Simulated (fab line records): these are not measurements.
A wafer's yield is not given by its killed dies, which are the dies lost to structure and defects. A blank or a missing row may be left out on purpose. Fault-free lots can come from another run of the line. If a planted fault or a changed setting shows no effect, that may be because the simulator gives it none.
fab line records :: flow n5-finfet
[record]
  lots = 7
  wafers = 21
route steps=1938 shown PASS1_CAP@1873 TV_LITHO@1875 TV_OPEN@1887
start-h: hours from the record's first day to the start of the lot's first wafer shown :: wait-h: hours elapsed since this lot's preceding step :: " unchanged from the row above :: L1.1+2: one row covering several wafers at once :: - no value, or no start given :: * or withheld: withheld :: < > ~ a bound
route shown NAME@n: NAME is a module with steps in the file, n the number in the route of the first one :: usual: mean/standard deviation taken from wafers without a fault :: same: alike in all rows :: chamber/n: place in a boat :: sites: readings site by site :: _std_site: the standard deviation of these :: _edge_site: inner sites' mean taken away from outer sites' mean :: radius-mm: for every site, how far away it sits from the centre of the wafer :: mask NAME#n: copy n :: behind: tool/chamber where the wafer was last shaped :: hold: why the lot was held/for how many hours/how that ended :: device: whichever transistor did not switch (one of n, p or np) :: end of line: tests of these same wafers at the route's end :: a step with no rows: only its recipe :: killed: not the wafer's yield, but the dies lost to structure and defects at the first sort :: map: shows each die of a wafer: x if killed, . if not, _ if none is there
set.NAME: the setting that was run; set.NAME@STEP: the one run at that earlier step :: model.NAME: the simulator's own value behind a step, which no gauge read
one table per step and one row per wafer, for lots whose settings were changed on purpose
[[steps]]
[step N5_PASSIVATION_PECVD_55]
[recipe]
  material = SiO2
  target-thk-a = 4000
  temp-c = 400
  precursor = SiH4/N2O
  pressure-torr = 2.7
  rf-w = 608
  time-s = 22.5
lot.wafer: L075.4
tool: pecvd-02
chamber: 0
start-h: 241.14
wait-h: 0.1
set.time-s: 22.5
model.SiO2_of_PASSIVATION_PECVD_55.thk-nm: 405.8

lot.wafer: L075.5
tool: pecvd-02
chamber: 1
start-h: 241.14
wait-h: 0.1
set.time-s: 22.5
model.SiO2_of_PASSIVATION_PECVD_55.thk-nm: 409.6

lot.wafer: L075.6
tool: pecvd-02
chamber: 2
start-h: 241.14
wait-h: 0.1
set.time-s: 19.88
model.SiO2_of_PASSIVATION_PECVD_55.thk-nm: 363.4

lot.wafer: L076.2
tool: pecvd-04
chamber: 0
start-h: 269.71
wait-h: 0.0
set.time-s: 20.85
model.SiO2_of_PASSIVATION_PECVD_55.thk-nm: 361.6

lot.wafer: L076.3
tool: pecvd-04
chamber: 0
start-h: 269.71
wait-h: 0.0
set.time-s: 20.85
model.SiO2_of_PASSIVATION_PECVD_55.thk-nm: 369

lot.wafer: L076.5
tool: pecvd-04
chamber: 2
start-h: 269.71
wait-h: 0.0
set.time-s: 22.5
model.SiO2_of_PASSIVATION_PECVD_55.thk-nm: 402.8

lot.wafer: L077.2
tool: pecvd-01
chamber: 1
start-h: 285.03
wait-h: 0.0
set.time-s: 22.5
model.SiO2_of_PASSIVATION_PECVD_55.thk-nm: 403.6

lot.wafer: L077.3
tool: pecvd-01
chamber: 0
start-h: 285.03
wait-h: 0.0
set.time-s: 22.5
model.SiO2_of_PASSIVATION_PECVD_55.thk-nm: 399.4

lot.wafer: L077.6
tool: pecvd-01
chamber: 1
start-h: 285.03
wait-h: 0.0
set.time-s: 22.5
model.SiO2_of_PASSIVATION_PECVD_55.thk-nm: 403.2

lot.wafer: L080.2
tool: pecvd-02
chamber: 0
start-h: 297.00
wait-h: 0.0
set.time-s: 22.5
model.SiO2_of_PASSIVATION_PECVD_55.thk-nm: 401.8

lot.wafer: L080.3
tool: pecvd-02
chamber: 1
start-h: 297.00
wait-h: 0.0
set.time-s: 22.5
model.SiO2_of_PASSIVATION_PECVD_55.thk-nm: 395.8

lot.wafer: L080.5
tool: pecvd-02
chamber: 2
start-h: 297.00
wait-h: 0.0
set.time-s: 22.5
model.SiO2_of_PASSIVATION_PECVD_55.thk-nm: 407

lot.wafer: L087.1
tool: pecvd-02
chamber: 1
start-h: 338.37
wait-h: 0.0
set.time-s: 22.5
model.SiO2_of_PASSIVATION_PECVD_55.thk-nm: 399

lot.wafer: L087.3
tool: pecvd-02
chamber: 2
start-h: 338.37
wait-h: 0.0
set.time-s: 22.5
model.SiO2_of_PASSIVATION_PECVD_55.thk-nm: 393

lot.wafer: L087.4
tool: pecvd-02
chamber: 1
start-h: 338.37
wait-h: 0.0
set.time-s: 22.5
model.SiO2_of_PASSIVATION_PECVD_55.thk-nm: 404.2

lot.wafer: L092.4
tool: pecvd-01
chamber: 1
start-h: 373.05
wait-h: 0.1
set.time-s: 22.5
model.SiO2_of_PASSIVATION_PECVD_55.thk-nm: 409

lot.wafer: L092.5
tool: pecvd-01
chamber: 0
start-h: 373.05
wait-h: 0.1
set.time-s: 20.63
model.SiO2_of_PASSIVATION_PECVD_55.thk-nm: 375

lot.wafer: L092.6
tool: pecvd-01
chamber: 2
start-h: 373.05
wait-h: 0.1
set.time-s: 22.5
model.SiO2_of_PASSIVATION_PECVD_55.thk-nm: 403.4

lot.wafer: L097.1
tool: pecvd-02
chamber: 0
start-h: 394.97
wait-h: 0.0
set.time-s: 22.5
model.SiO2_of_PASSIVATION_PECVD_55.thk-nm: 398.4

lot.wafer: L097.4
tool: pecvd-02
chamber: 1
start-h: 394.97
wait-h: 0.0
set.time-s: 24.85
model.SiO2_of_PASSIVATION_PECVD_55.thk-nm: 443.4

lot.wafer: L097.6
tool: pecvd-02
chamber: 2
start-h: 394.97
wait-h: 0.0
set.time-s: 24.85
model.SiO2_of_PASSIVATION_PECVD_55.thk-nm: 446
[step N5_PASSIVATION_PECVD_01]
[recipe]
  material = SiNx
  target-thk-a = 2000
  temp-c = 400
  precursor = SiH4/NH3/N2
  pressure-torr = 4.9
  rf-w = 1406
  time-s = 43.2
[step N5_PASSIVATION_HMDS_03]
[recipe]
  time-s = 60
  temp-c = 120
[step N5_PASSIVATION_DESCUM_12]
[recipe]
  chemistry = O2
  time-s = 7.9
  source-power-w = 50
  bias-power-w = 20
  pressure-mtorr = 20
  rf-frequency-hz = 2.712e+07
  temp-c = 40
  o2-flow-sccm = 225
[step N5_PASSIVATION_PASS_ETCH_74]
[recipe]
  chemistry = CF4/O2
  target = SiNx
  target-depth-a = 2200
  time-s = 110
  ion-energy-ev = 100
  pressure-mtorr = 40
  source-w = 535
  bias-w = 49
  Ar_flow_sccm = 100
  cf4-flow-sccm = 100
  O2_flow_sccm = 10
[step N5_PASSIVATION_VIA_ETCH_13]
[recipe]
  chemistry = CHF3/O2
  target = SiO2
  target-depth-a = 6600
  CHF3_flow_sccm = 50
  O2_flow_sccm = 5
  Ar_flow_sccm = 200
  time-s = 330
  mask-material = PR
  pressure-mtorr = 30
  source-w = 650
  bias-w = 170
  ion-energy-ev = 200
  ends = cleared
[usual]
  etch-rf-on-time-s = 235/5.3
lot.wafer: L075.4
tool: rie-diel-02
chamber: 0
start-h: 242.24
wait-h: 0.0
set.time-s@PASSIVATION_PECVD_55: 22.5
etch-rf-on-time-s: 242

lot.wafer: L075.5
tool: rie-diel-02
chamber: 2
start-h: 242.24
wait-h: 0.0
set.time-s@PASSIVATION_PECVD_55: 22.5
etch-rf-on-time-s: 238

lot.wafer: L075.6
tool: rie-diel-02
chamber: 3
start-h: 242.24
wait-h: 0.0
set.time-s@PASSIVATION_PECVD_55: 19.88
etch-rf-on-time-s: 213

lot.wafer: L076.2
tool: rie-diel-01
chamber: 3
start-h: 270.45
wait-h: 0.0
set.time-s@PASSIVATION_PECVD_55: 20.85
etch-rf-on-time-s: 213

lot.wafer: L076.3
tool: rie-diel-01
chamber: 1
start-h: 270.45
wait-h: 0.0
set.time-s@PASSIVATION_PECVD_55: 20.85
etch-rf-on-time-s: 215

lot.wafer: L076.5
tool: rie-diel-01
chamber: 3
start-h: 270.45
wait-h: 0.0
set.time-s@PASSIVATION_PECVD_55: 22.5
etch-rf-on-time-s: 238

lot.wafer: L077.2
tool: rie-diel-01
chamber: 0
start-h: 286.01
wait-h: 0.0
set.time-s@PASSIVATION_PECVD_55: 22.5
etch-rf-on-time-s: 229

lot.wafer: L077.3
tool: rie-diel-01
chamber: 1
start-h: 286.01
wait-h: 0.0
set.time-s@PASSIVATION_PECVD_55: 22.5
etch-rf-on-time-s: 231

lot.wafer: L077.6
tool: rie-diel-01
chamber: 0
start-h: 286.01
wait-h: 0.0
set.time-s@PASSIVATION_PECVD_55: 22.5
etch-rf-on-time-s: 229

lot.wafer: L080.2
tool: rie-diel-02
chamber: 3
start-h: 298.63
wait-h: 0.0
set.time-s@PASSIVATION_PECVD_55: 22.5
etch-rf-on-time-s: 235

lot.wafer: L080.3
tool: rie-diel-02
chamber: 2
start-h: 298.63
wait-h: 0.0
set.time-s@PASSIVATION_PECVD_55: 22.5
etch-rf-on-time-s: 230

lot.wafer: L080.5
tool: rie-diel-02
chamber: 0
start-h: 298.63
wait-h: 0.0
set.time-s@PASSIVATION_PECVD_55: 22.5
etch-rf-on-time-s: 237

lot.wafer: L087.1
tool: rie-diel-01
chamber: 0
start-h: 341.23
wait-h: 0.0
set.time-s@PASSIVATION_PECVD_55: 22.5
etch-rf-on-time-s: 228

lot.wafer: L087.3
tool: rie-diel-01
chamber: 2
start-h: 341.23
wait-h: 0.0
set.time-s@PASSIVATION_PECVD_55: 22.5
etch-rf-on-time-s: 236

lot.wafer: L087.4
tool: rie-diel-01
chamber: 1
start-h: 341.23
wait-h: 0.0
set.time-s@PASSIVATION_PECVD_55: 22.5
etch-rf-on-time-s: 236

lot.wafer: L092.4
tool: rie-diel-02
chamber: 0
start-h: 375.51
wait-h: 0.0
set.time-s@PASSIVATION_PECVD_55: 22.5
etch-rf-on-time-s: 240

lot.wafer: L092.5
tool: rie-diel-02
chamber: 0
start-h: 375.51
wait-h: 0.0
set.time-s@PASSIVATION_PECVD_55: 20.63
etch-rf-on-time-s: 221

lot.wafer: L092.6
tool: rie-diel-02
chamber: 1
start-h: 375.51
wait-h: 0.0
set.time-s@PASSIVATION_PECVD_55: 22.5
etch-rf-on-time-s: 230

lot.wafer: L097.1
tool: rie-diel-01
chamber: 0
start-h: 395.83
wait-h: 0.0
set.time-s@PASSIVATION_PECVD_55: 22.5
etch-rf-on-time-s: 229

lot.wafer: L097.4
tool: rie-diel-01
chamber: 1
start-h: 395.83
wait-h: 0.0
set.time-s@PASSIVATION_PECVD_55: 24.85
etch-rf-on-time-s: 255

lot.wafer: L097.6
tool: rie-diel-01
chamber: 0
start-h: 395.83
wait-h: 0.0
set.time-s@PASSIVATION_PECVD_55: 24.85
etch-rf-on-time-s: 257
[[key]]
[split]
  step = N5_PASSIVATION_PECVD_55
  setting = time-s
  stated = 22.5
  by = wafer
[response]
  step = N5_PASSIVATION_PECVD_55
  reading = model.SiO2_of_PASSIVATION_PECVD_55.thk-nm
  change = +4.17
  per = 1%
  r = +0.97
[response]
  step = N5_PASSIVATION_VIA_ETCH_13
  reading = etch-rf-on-time-s
  change = *
  per = 1%
  r = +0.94
